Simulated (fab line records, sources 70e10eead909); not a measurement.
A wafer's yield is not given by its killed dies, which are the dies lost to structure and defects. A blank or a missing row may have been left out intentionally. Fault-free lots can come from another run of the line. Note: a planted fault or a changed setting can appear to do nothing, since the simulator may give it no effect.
fab line records    flow nand-harc
record lots=7  wafers=21  last-day=24
route steps=1159 shown P_M0@280 P_M1@285
lots with no fault: from the same line, run without faults
start-h: hours from the record's first day to the start of the lot's first wafer shown    wait-h: how many hours have passed since the lot's step before this one    " identical to the entry in the row above    L1.1+2: a single row standing in for several wafers    - no value present, or no start provided    * or withheld: withheld    < > ~ a bound
route shown NAME@n: NAME is a module with steps in the file, n the number in the route of the first one    usual: mean/standard deviation taken from wafers without a fault    same: alike in all rows    chamber/n: place in a boat    sites: each site's reading    _std_site: how widely they spread, as a standard deviation    _edge_site: inner sites' mean taken away from outer sites' mean    radius-mm: how far each site lies from the wafer's centre    mask NAME#n: copy n    behind: tool/chamber where the wafer was last shaped    hold: why the lot went on hold/how many hours it stayed there/how the hold came to an end    device: whichever transistor did not switch (one of n, p or np)    end of line: the route-end tests of the same wafers    a step without rows: its recipe alone    killed: dies that structure and defects cost at the first sort, which is not the same as the wafer's yield    map: a wafer's dies, x killed, . not, _ none there
set.NAME: the setting that was run; set.NAME@STEP: the one run at that earlier step    model.NAME: the simulator's own value behind a step, which no gauge read
lots seen at some steps along the route; tables by step, rows by wafer
services: the hour from which a tool's chamber was out of use, counted from the record's first day as start-h (under 0 if before that day), plus the number of hours and why
## steps
# step NHARC_P_M0_SRD_25
# step NHARC_P_M0_INSPECT_27
# usual raw-defect-count=275/92
lot.wafer  tool               chamber  start-h  wait-h  raw-defect-count
L286.1     defect-inspect-02  -        141.42   0.0     248
L286.3     "                  -        "        "       348
L286.5     "                  -        "        "       341
L302.1     defect-inspect-01  -        217.76   0.0     241
L302.2     "                  -        "        "       355
L302.4     "                  -        "        "       455
L304.1     defect-inspect-02  -        227.30   0.0     237
L304.3     "                  -        "        "       321
L304.5     "                  -        "        "       151
L303.2     defect-inspect-02  -        227.96   0.0     222
L303.5     "                  -        "        "       188
L303.6     "                  -        "        "       190
L305.3     defect-inspect-01  -        233.51   0.0     234
L305.4     "                  -        "        "       354
L305.6     "                  -        "        "       292
L307.2     defect-inspect-01  -        244.73   0.0     192
L307.4     "                  -        "        "       303
L307.6     "                  -        "        "       303
L308.4     defect-inspect-02  -        268.32   0.0     155
L308.5     "                  -        "        "       145
L308.6     "                  -        "        "       167
# step NHARC_P_M0_PRE_CLEAN_31
# recipe time-s=12  temp-c=370  rf-power-w=300  gas=NH3
# usual heater-power-w=640/74
lot.wafer  tool      chamber  start-h  wait-h  heater-power-w
L286.3     pecvd-01  1        141.50   0.1     721
L286.1     "         2        "        "       579
L286.5     "         0        "        "       627
L302.1     pecvd-01  0        218.20   0.4     603
L302.2     "         1        "        "       740
L302.4     "         0        "        "       598
L304.1     pecvd-01  2        227.38   0.1     593
L304.3     "         0        "        "       652
L304.5     "         1        "        "       632
L303.2     pecvd-02  2        228.05   0.1     778
L303.5     "         1        "        "       668
L303.6     "         2        "        "       775
L305.3     pecvd-02  2        233.61   0.1     680
L305.6     "         0        "        "       647
L305.4     "         1        "        "       590
L307.2     pecvd-04  0        244.88   0.1     567
L307.6     "         2        "        "       642
L307.4     "         0        "        "       569
L308.5     pecvd-04  2        268.42   0.1     660
L308.4     "         0        "        "       504
L308.6     "         1        "        "       595
# step NHARC_P_M0_DEP_32
# recipe target-thk-a=300  temp-c=370  target-thk-nm=30  pressure-torr=3  flow-sccm=200  rf-w=450  material=SiCN
# usual chamber-pressure-Torr=3.001/0.0071  heater-power-w=584/76
lot.wafer  tool      chamber  start-h  wait-h  chamber-pressure-Torr  heater-power-w
L286.3     pecvd-01  1        141.61   0.1     3.005                  605
L286.1     "         2        "        "       3.006                  468
L286.5     "         0        "        "       3.006                  514
L302.1     pecvd-01  0        218.31   0.1     3.000                  588
L302.2     "         1        "        "       2.999                  593
L302.4     "         0        "        "       3.006                  598
L304.1     pecvd-01  2        227.49   0.1     3.004                  482
L304.3     "         0        "        "       2.983                  613
L304.5     "         1        "        "       3.004                  556
L303.2     pecvd-02  2        228.19   0.1     2.993                  727
L303.5     "         1        "        "       3.002                  608
L303.6     "         2        "        "       3.003                  706
L305.3     pecvd-02  2        233.75   0.1     2.996                  725
L305.6     "         0        "        "       2.996                  589
L305.4     "         1        "        "       3.001                  517
L307.2     pecvd-04  0        245.01   0.1     3.007                  497
L307.6     "         2        "        "       2.998                  579
L307.4     "         0        "        "       3.012                  507
L308.5     pecvd-04  2        268.59   0.2     3.004                  568
L308.4     "         0        "        "       2.999                  469
L308.6     "         1        "        "       2.994                  492
# step NHARC_P_M1_DEP_00
# recipe target-thk-a=1825  target-thk-nm=182.5  temp-c=withheld  pressure-torr=5  flow-sccm=200  rf-w=600  material=SiOC
# step NHARC_P_M1_DEHYDRATE_01
# recipe temp-c=150  time-s=120
# step NHARC_P_M1_HMDS_02
# recipe time-s=30
# step NHARC_P_M1_COAT_34
# recipe temp-c=200  time-s=65
# step NHARC_P_M1_COAT_03
# recipe spin-rpm=1500  resist-thk-nm=90
# step NHARC_P_M1_SOFTBAKE_04
# recipe temp-c=105  time-s=55
# step NHARC_P_M1_EBR_05
# step NHARC_P_M1_EXPOSE_06
# recipe na=1.35  target-cd-nm=130  dose-mj=81.88  mask-id=P_M1
# usual exposure-dose-mJ-cm2=82.9/0.62  focus-offset-nm=0.1/0.52  reticle-temp-C=23.01/0.11
lot.wafer  tool             chamber  start-h  wait-h  mask    exposure-dose-mJ-cm2  focus-offset-nm  reticle-temp-C
L286.1     arfi-scanner-02  0        142.54   -       P_M1#0  83.3                  -0.6             23.05
L286.3     "                0        "        "       P_M1#0  83.4                  0.1              23.03
L286.5     "                0        "        "       P_M1#0  83.4                  0.8              22.94
L302.1     arfi-scanner-03  -        219.37   -       P_M1#0  -                     -                -
L302.2     "                -        "        "       P_M1#0  -                     -                -
L302.4     "                -        "        "       P_M1#0  -                     -                -
L304.1     arfi-scanner-02  -        228.57   -       P_M1#0  -                     -                -
L304.3     "                -        "        "       P_M1#0  -                     -                -
L304.5     "                -        "        "       P_M1#0  -                     -                -
L303.2     arfi-scanner-01  -        229.21   -       P_M1#0  -                     -                -
L303.5     "                -        "        "       P_M1#0  -                     -                -
L303.6     "                -        "        "       P_M1#0  -                     -                -
L305.3     arfi-scanner-01  0        234.76   -       P_M1#0  81.8                  1.1              23.14
L305.4     "                0        "        "       P_M1#0  81.9                  0.4              23.14
L305.6     "                0        "        "       P_M1#0  81.8                  -0.1             23.34
L307.2     arfi-scanner-02  0        246.02   -       P_M1#0  83.2                  0.6              22.86
L307.4     "                0        "        "       P_M1#0  83.2                  -0.4             22.82
L307.6     "                0        "        "       P_M1#0  83.4                  -0.5             22.94
L308.4     arfi-scanner-03  0        269.59   -       P_M1#0  83.2                  0.1              22.90
L308.5     "                0        "        "       P_M1#0  83.3                  -1.0             23.11
L308.6     "                0        "        "       P_M1#0  83.2                  -1.0             23.12
# step NHARC_P_M1_PEB_07
# recipe peb-temp-c=100  peb-time-s=65
## services
tool             chamber  start-h  hours  kind
arfi-scanner-03  -        140.00   4.0    pm
arfi-scanner-01  -        140.77   4.0    pm
pecvd-02         2        145.66   14.2   repair
arfi-scanner-01  -        146.19   5.9    repair
pecvd-02         -        153.32   13.0   pm
pecvd-02         0        153.32   13.0   vent-cycle
pecvd-02         1        153.32   13.0   vent-cycle
arfi-scanner-01  -        155.75   1.9    repair
pecvd-04         -        188.84   1.5    repair
pecvd-04         -        195.27   13.0   pm
arfi-scanner-03  -        216.79   1.1    repair
pecvd-02         -        231.10   0.5    repair
pecvd-04         2        236.04   5.6    repair
pecvd-01         -        237.19   13.0   pm
pecvd-01         0        237.19   13.0   vent-cycle
pecvd-01         1        237.19   13.0   vent-cycle
pecvd-01         2        237.19   13.0   vent-cycle
arfi-scanner-03  -        238.59   0.4    repair
pecvd-01         0        250.19   -      clean
pecvd-01         1        250.19   -      clean
pecvd-01         2        250.19   -      clean
arfi-scanner-02  -        256.00   4.0    pm
arfi-scanner-01  -        258.23   2.7    repair
arfi-scanner-02  -        266.44   0.6    repair
## key
first-sign step=NHARC_P_M1_EXPOSE_06  reading=tool-record  direction=missing
effect none on later readings
met-at NHARC_P_M1_EXPOSE_06
struck-wafers L302.1,L302.2,L302.4,L303.2,L303.5,L303.6,L304.1,L304.3,L304.5
later-rows-left-out L302.1,L302.2,L302.4,L303.2,L303.5,L303.6,L304.1,L304.3,L304.5
sort-left-out L302.1,L302.2,L302.4,L303.2,L303.5,L303.6,L304.1,L304.3,L304.5
onset-between 142.54 219.37
fault kind=skipped-step-whole  tool=arfi-scanner-01,arfi-scanner-02,arfi-scanner-03  chamber=-  onset-h=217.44  steps=NHARC_P_M1_EXPOSE_06  scope=struck-lots-only
# sort-left-out: the simulated sort isn't trusted on such a fault, so these wafers' sort isn't shown, and their yield isn't known
# later-rows-left-out: the simulator's readings of these wafers behind a module that went badly wrong aren't trusted and aren't shown, but for the sort
